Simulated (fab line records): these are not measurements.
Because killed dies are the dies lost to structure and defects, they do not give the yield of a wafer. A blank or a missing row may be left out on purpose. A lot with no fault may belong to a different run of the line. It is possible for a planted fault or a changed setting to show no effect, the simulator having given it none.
Which of the tools did it? + flow n5-finfet + 11 lots, 33 wafers sampled, at 5 steps of a route of 1938

WHAT EACH GAUGE READ, for each wafer
No reading from a measuring or inspecting step in the record can be judged against a usual standard deviation.

TOOL THAT RAN EACH LOT (tool first, then ch and the chambers of the sampled wafers, then the start)
| lot  | N5_BEOL_M4_SPUTTER_88        | N5_BEOL_M4_PRE_CLEAN_60         | N5_BEOL_M5_ETCH_72                 | N5_BEOL_M5_HM_OPEN_17             | N5_PASSIVATION_PROBE_49 |
|------|------------------------------|---------------------------------|------------------------------------|-----------------------------------|-------------------------|
| L765 | pvd-sputter-03, day 7 15:11  | cvd-co-02 ch 0,1,2, day 7 17:06 | rie-diel-01 ch 1,2,3, day 7 21:04  | rie-metal-01 ch 0,1, day 7 21:18  | -                       |
| L766 | pvd-sputter-01, day 7 21:13  | cvd-co-02 ch 0,1,2, day 7 22:56 | rie-diel-06 ch 0,2,3, day 8 05:16  | rie-metal-03 ch 0,1, day 8 05:29  | -                       |
| L768 | pvd-sputter-02, day 9 10:18  | cvd-co-02 ch 0,1, day 9 12:00   | rie-diel-05 ch 2,3, day 9 14:49    | rie-metal-02 ch 0,1, day 9 15:03  | -                       |
| L770 | pvd-sputter-02, day 9 12:08  | cvd-co-01 ch 0,1, day 9 13:52   | rie-diel-01 ch 1,2,3, day 9 17:57  | rie-metal-03 ch 0,1, day 9 18:11  | -                       |
| L769 | pvd-sputter-01, day 9 14:44  | cvd-co-01 ch 0,1, day 9 16:26   | rie-diel-01 ch 1,2, day 9 18:55    | rie-metal-03 ch 0,1, day 9 19:08  | -                       |
| L774 | pvd-sputter-03, day 9 19:12  | cvd-co-01 ch 0,1,2, day 9 20:55 | rie-diel-05 ch 0,1,2, day 10 00:02 | rie-metal-02 ch 0,1, day 10 00:15 | -                       |
| L772 | pvd-sputter-03, day 10 02:26 | cvd-co-01 ch 1,2, day 10 04:08  | rie-diel-06 ch 1,2,3, day 10 10:42 | rie-metal-02 ch 0,1, day 10 10:55 | -                       |
| L780 | pvd-sputter-01, day 12 10:32 | cvd-co-01 ch 0,1, day 12 12:14  | rie-diel-06 ch 1,2,3, day 12 17:03 | rie-metal-01 ch 0,1, day 12 17:16 | prober-01, day 16 14:43 |
| L783 | pvd-sputter-03, day 12 14:51 | cvd-co-01 ch 1,2, day 12 16:34  | rie-diel-06 ch 0,1,2, day 12 19:42 | rie-metal-02 ch 0,1, day 12 19:55 | -                       |
| L784 | pvd-sputter-01, day 12 18:47 | cvd-co-01 ch 1,2, day 12 20:30  | rie-diel-01 ch 2,3, day 13 02:23   | rie-metal-01 ch 0,1, day 13 02:36 | -                       |
| L787 | pvd-sputter-03, day 14 00:12 | cvd-co-01 ch 0,1, day 14 01:55  | rie-diel-01 ch 0,2,3, day 14 06:01 | rie-metal-01 ch 0, day 14 06:14   | -                       |
- N5_BEOL_M4_SPUTTER_88: material Cu, target thk 4.5 nm, time 8.29 s.
- N5_BEOL_M4_PRE_CLEAN_60: time 15 s.
- N5_BEOL_M5_ETCH_72: etches underlayer in N2/H2, target depth 6.5 nm, time 5.2 s.
- N5_BEOL_M5_HM_OPEN_17: chemistry Cl2/BCl3, target TiN, target depth 20 nm, overetch 6 nm.
- N5_PASSIVATION_PROBE_49

AS READ BY THE TOOLS THEMSELVES (means over the sampled wafers that have a number; for cases with no such wafer, the mark the record gives instead)
N5_BEOL_M4_SPUTTER_88. Usual: throttle-valve-pct 29.9 %, standard deviation 1.1.
| lot  | tool           | throttle-valve-pct (%) | flag |
|------|----------------|------------------------|------|
| L765 | pvd-sputter-03 | 29.0                   |      |
| L766 | pvd-sputter-01 | 30.5                   |      |
| L768 | pvd-sputter-02 | 31.4                   |      |
| L770 | pvd-sputter-02 | 29.5                   |      |
| L769 | pvd-sputter-01 | 29.9                   |      |
| L774 | pvd-sputter-03 | 28.8                   |      |
| L772 | pvd-sputter-03 | 29.2                   |      |
| L780 | pvd-sputter-01 | 29.9                   |      |
| L783 | pvd-sputter-03 | 29.6                   |      |
| L784 | pvd-sputter-01 | 29.7                   |      |
| L787 | pvd-sputter-03 | 29.6                   |      |

N5_BEOL_M4_PRE_CLEAN_60. Usual: heater-power-w 85 W, standard deviation 8.2.
| lot  | tool      | heater-power-w (W) | flag |
|------|-----------|--------------------|------|
| L765 | cvd-co-02 | 80                 |      |
| L766 | cvd-co-02 | 81                 |      |
| L768 | cvd-co-02 | 76                 |      |
| L770 | cvd-co-01 | 87                 |      |
| L769 | cvd-co-01 | 93                 |      |
| L774 | cvd-co-01 | 87                 |      |
| L772 | cvd-co-01 | 83                 |      |
| L780 | cvd-co-01 | 88                 |      |
| L783 | cvd-co-01 | 85                 |      |
| L784 | cvd-co-01 | 85                 |      |
| L787 | cvd-co-01 | 88                 |      |

N5_BEOL_M5_ETCH_72. Usual: drypump-motor-current-A 5.9 A (standard deviation 0.44); etch-rf-on-time-s 5.24 s (standard deviation 0.12); n2-flow-sccm 200.1 sccm (standard deviation 0.49); oes-product-au 0.65 a.u. (standard deviation 0.064); rf-vpp-V 524.6 V (standard deviation 2.9); showerhead-plenum-p-Torr 2.57 Torr (standard deviation 0.096); throttle-valve-pct 17.83 % (standard deviation 0.21).
| lot  | tool        | drypump-motor-current-A (A) | etch-rf-on-time-s (s) | n2-flow-sccm (sccm) | oes-product-au (a.u.) | rf-vpp-V (V) | showerhead-plenum-p-Torr (Torr) | throttle-valve-pct (%) | flag |
|------|-------------|-----------------------------|-----------------------|---------------------|-----------------------|--------------|---------------------------------|------------------------|------|
| L765 | rie-diel-01 | 6.1                         | 5.24                  | 199.9               | 0.64                  | 525.1        | 2.57                            | 17.65                  |      |
| L766 | rie-diel-06 | 5.9                         | 5.35                  | 200.1               | 0.62                  | 522.0        | 2.49                            | 18.02                  |      |
| L768 | rie-diel-05 | 5.7                         | 5.22                  | 200.2               | 0.60                  | 527.1        | 2.63                            | 18.06                  |      |
| L770 | rie-diel-01 | 6.2                         | 5.21                  | 199.6               | 0.63                  | 523.9        | 2.57                            | 17.65                  |      |
| L769 | rie-diel-01 | 6.3                         | 5.20                  | 199.9               | 0.63                  | 522.9        | 2.50                            | 17.59                  |      |
| L774 | rie-diel-05 | 5.8                         | 5.20                  | 200.3               | 0.60                  | 522.2        | 2.48                            | 17.91                  |      |
| L772 | rie-diel-06 | 6.2                         | 5.27                  | 199.9               | 0.67                  | 525.6        | 2.56                            | 17.86                  |      |
| L780 | rie-diel-06 | 6.2                         | 5.67                  | 200.8               | 0.62                  | 524.1        | 2.55                            | 17.88                  | OFF  |
| L783 | rie-diel-06 | 5.7                         | 6.02                  | 200.4               | 0.64                  | 525.7        | 2.59                            | 17.83                  | OFF  |
| L784 | rie-diel-01 | 6.0                         | 5.37                  | 199.9               | 0.59                  | 522.7        | 2.55                            | 17.87                  |      |
| L787 | rie-diel-01 | 5.8                         | 5.23                  | 200.4               | 0.61                  | 524.7        | 2.57                            | 17.88                  |      |

N5_BEOL_M5_HM_OPEN_17. Usual: drypump-motor-current-A 5.9 A, standard deviation 0.44; mfc-ar-sccm 25.00 sccm, standard deviation 0.072; oes-product-au 0.64 a.u., standard deviation 0.11; throttle-valve-pct 22.14 %, standard deviation 0.24.
| lot  | tool         | drypump-motor-current-A (A) | mfc-ar-sccm (sccm) | oes-product-au (a.u.) | throttle-valve-pct (%) | flag |
|------|--------------|-----------------------------|--------------------|-----------------------|------------------------|------|
| L765 | rie-metal-01 | 5.5                         | 25.06              | 0.54                  | 22.19                  |      |
| L766 | rie-metal-03 | 5.5                         | 25.05              | 0.63                  | 22.54                  |      |
| L768 | rie-metal-02 | 6.4                         | 24.99              | 0.61                  | 22.03                  |      |
| L770 | rie-metal-03 | 5.5                         | 25.01              | 0.58                  | 22.43                  |      |
| L769 | rie-metal-03 | 5.5                         | 25.03              | 0.59                  | 22.43                  |      |
| L774 | rie-metal-02 | 6.4                         | 24.98              | 0.61                  | 22.02                  |      |
| L772 | rie-metal-02 | 6.4                         | 25.07              | 0.61                  | 22.01                  |      |
| L780 | rie-metal-01 | 5.5                         | 24.97              | 0.72                  | 21.95                  |      |
| L783 | rie-metal-02 | 6.3                         | 25.03              | 0.66                  | 22.15                  |      |
| L784 | rie-metal-01 | 5.5                         | 24.94              | 0.65                  | 21.99                  |      |
| L787 | rie-metal-01 | 5.5                         | 24.98              | 0.78                  | 21.91                  |      |

N5_PASSIVATION_PROBE_49. Usual: defect-limited-yield 90.9 %, standard deviation 1.4; killed_at_M0_to_M3 37, standard deviation 12; killed_at_M4_up 14, standard deviation 5.3; killed-at-contacts 12, standard deviation 6.2; killed-at-front-end 41, standard deviation 11; killed-at-other 3.7, standard deviation 2.9; killed-dies 107, standard deviation 17; killed-open 71, standard deviation 12; killed-short 34, standard deviation 7.9; sort_bin_5_function 5.3 %, standard deviation 0.95; sort_bin_6_memory 3.4 %, standard deviation 0.7; sort-n-pass 1073, standard deviation 17; sort-yield-pct 90.9 %, standard deviation 1.5.
| lot  | tool      | defect-limited-yield (%) | killed_at_M0_to_M3 | killed_at_M4_up | killed-at-contacts | killed-at-front-end | killed-at-other | killed-dies | killed-open | killed-short | sort_bin_5_function (%) | sort_bin_6_memory (%) | sort-n-pass | sort-yield-pct (%) | flag |
|------|-----------|--------------------------|--------------------|-----------------|--------------------|---------------------|-----------------|-------------|-------------|--------------|-------------------------|-----------------------|-------------|--------------------|------|
| L780 | prober-01 | 91.4                     | 27                 | 11              | 21                 | 38                  | 4.0             | 101         | 68          | 32           | 5.6                     | 2.8                   | 1079        | 91.4               |      |

THE ANSWER, worked out from the rows above alone
Rule: a lot is off if the mean of its wafers that have a number lies more than 3 standard deviations from the usual mean. A lot without any number at a reading at which 4 lots or more have one is off too. All remaining lots with rows at the step are treated as sound. Order of review: gauges by route order, followed by the tools' own readings, for which a lot's mean as printed above is used. The first step at which some lot is off is used, and at that step the reading that is off furthest; a lot without a number counts as furthest.
Off, at N5_BEOL_M5_ETCH_72 on etch-rf-on-time-s: L780, L783.
If a tool, at that step or one of the process steps before it, ran each lot that is off and ran no sound lot following the first of them, it fits. One fits: N5_BEOL_M5_ETCH_72 on rie-diel-06. A fault onset in the window from L772 (day 10 10:42, its last sound lot) to L780 (day 12 17:03, its first lot off) fits.
On the lots that are off, the tool's own readings at N5_BEOL_M5_ETCH_72 differ by more than 5 times the standard deviation of the sound lots' means, which bears it out; etch-rf-on-time-s reads 5.84 s there versus 5.25 s on the sound lots.

WHAT THE SIMULATOR HAD PUT IN
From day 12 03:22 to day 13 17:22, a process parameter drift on rie-diel-06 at N5_BEOL_M5_ETCH_72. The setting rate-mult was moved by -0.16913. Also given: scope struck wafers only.
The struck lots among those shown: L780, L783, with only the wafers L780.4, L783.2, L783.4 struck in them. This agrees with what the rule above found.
